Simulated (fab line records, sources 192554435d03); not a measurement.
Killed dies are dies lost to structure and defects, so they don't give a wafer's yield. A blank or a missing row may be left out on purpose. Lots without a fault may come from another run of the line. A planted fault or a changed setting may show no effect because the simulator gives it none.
A struck lot beside a sound one | flow n5_finfet | 19 steps out of a route of 1938
Sound: wafers L425.1, L425.3, L425.4. Struck: wafer L433.3. (L433.2, L433.6 of the same lot were not struck and are left out.) The cause comes at the end.
At each step with rows: each side's tool, then ch and its chambers, then its first start. Under that, the readings that differ: sound wafers | struck wafers | difference of the means | sigmas: that difference in standard deviations of wafers without a fault.
alike: readings whose means differ by less than 2 such deviations, and words and numbers that are the same on both sides. not compared: withheld readings, readings that some wafer has no value for, bounds like >300 that may hide the same value, and numbers for which the record gives no deviation and whose values overlap.
The two part at a step that has a row with sigmas, a row that says differs or no value, or rows on one side only. Numbers that don't overlap but have no deviation are shown without sigmas and don't part them. A reading that every wafer of one side lacks parts them only if that side has two wafers or more.

first, 5 steps without rows for these wafers: N5_BEOL_M14_ETCH_67 (etches SiARC in CF4, target depth 143 nm, time 238.3 s); N5_BEOL_M14_ETCH_68 (etches SOC in N2/H2, time 450 s); N5_BEOL_M14_STRIP_69 (strips in N2/H2); N5_BEOL_M14_TRENCH_ETCH_34 (etches SiO2 in C4F8/O2/Ar, target depth 556.65 nm, time 126.9 s); N5_BEOL_M14_STRIP_70 (strips in C4F8/O2/Ar).
N5_BEOL_M14_OCD_MEAS_35:
  sound on ocd-02, day 13 12:37; struck on ocd-02, day 14 23:42
  alike: trench_depth_nm
N5_BEOL_M14_STRIP_37: strips in O2.
  sound on rie_diel-02 ch 0,2,3, day 13 13:29; struck on rie_diel-05 ch 0, day 14 23:44
  alike: drypump_motor_current_A, oes_product_au, rf_vpp_V, showerhead_plenum_p_Torr, throttle_valve_pct
  not compared: rf_hours_counter_h
N5_BEOL_M14_ETCH_38: etches SiCN in CF4/N2, target depth 106.5 nm, time 120.6 s.
  sound on rie_diel-02 ch 0,2,3; struck on rie_diel-05 ch 0
  alike: drypump_motor_current_A, oes_product_au, rf_vpp_V, showerhead_plenum_p_Torr, throttle_valve_pct
  not compared: rf_hours_counter_h
then, 2 steps without rows for these wafers: N5_BEOL_M14_PRECLEAN_39 (cleans in residue remover, time 60 s); N5_BEOL_M14_SRD_40 (time 30 s, dry time 30 s).
N5_BEOL_M14_DEGAS_41: time 60 s.
  sound on pvd_sputter-01, day 13 13:52; struck on pvd_sputter-02, day 15 00:01
  alike: heater_power_w
N5_BEOL_M14_PRE_CLEAN_42: time 30 s.
  sound on pvd_sputter-01, day 13 13:55; struck on pvd_sputter-02, day 15 00:04
  alike: heater_power_w
N5_BEOL_M14_SPUTTER_43: material TaN, target thk 15 nm, time 24.19 s.
  sound on pvd_sputter-01, day 13 13:57; struck on pvd_sputter-02, day 15 00:06
  reading                                      | sound      | struck | difference | sigmas
  model.TaN_of_BEOL_M14_SPUTTER_43.thk_nm (nm) | 15 14.8 15 | 10.4   | -4.5       |
  alike: throttle_valve_pct
then, 3 steps without rows for these wafers: N5_BEOL_M14_SPUTTER_44 (material Ta, target thk 15 nm, time 24.19 s); N5_BEOL_M14_SPUTTER_45 (material Cu, target thk 100 nm, time 16.67 s); N5_BEOL_M14_ECD_47 (material Cu, target thk 1248 nm).
N5_BEOL_M14_ANNEAL_48: time 90 s.
  sound on rtp_anneal-01 ch 0, day 13 15:01; struck on rtp_anneal-02 ch 0, day 15 01:01
  alike: wafer_temp_C_max
N5_BEOL_M14_CMP_49: polishes, stops on SiO2, t overpolish 5.2 s, target thk 560 nm.
  sound on cmp-04 ch 0,2,3, day 13 15:19; struck on cmp-01 ch 1, day 15 01:32
  reading                      | sound             | struck | difference | sigmas
  barrier_field_endpoint_s (s) | 11.30 11.35 11.32 | 9.82   | -1.50      | -7
  alike: motor_current_A, slurry_filter_dp_kPa
N5_BEOL_M14_THK_MEAS_50: measures by xrf.
  sound on film_metro-02, day 13 15:36; struck on film_metro-01, day 15 01:48
  alike: M14_THK

WHERE THEY PART
Only at N5_BEOL_M14_CMP_49, within this record. Later steps at which nothing parts them and some readings are alike: N5_BEOL_M14_THK_MEAS_50.

WHY: what the simulator had put in
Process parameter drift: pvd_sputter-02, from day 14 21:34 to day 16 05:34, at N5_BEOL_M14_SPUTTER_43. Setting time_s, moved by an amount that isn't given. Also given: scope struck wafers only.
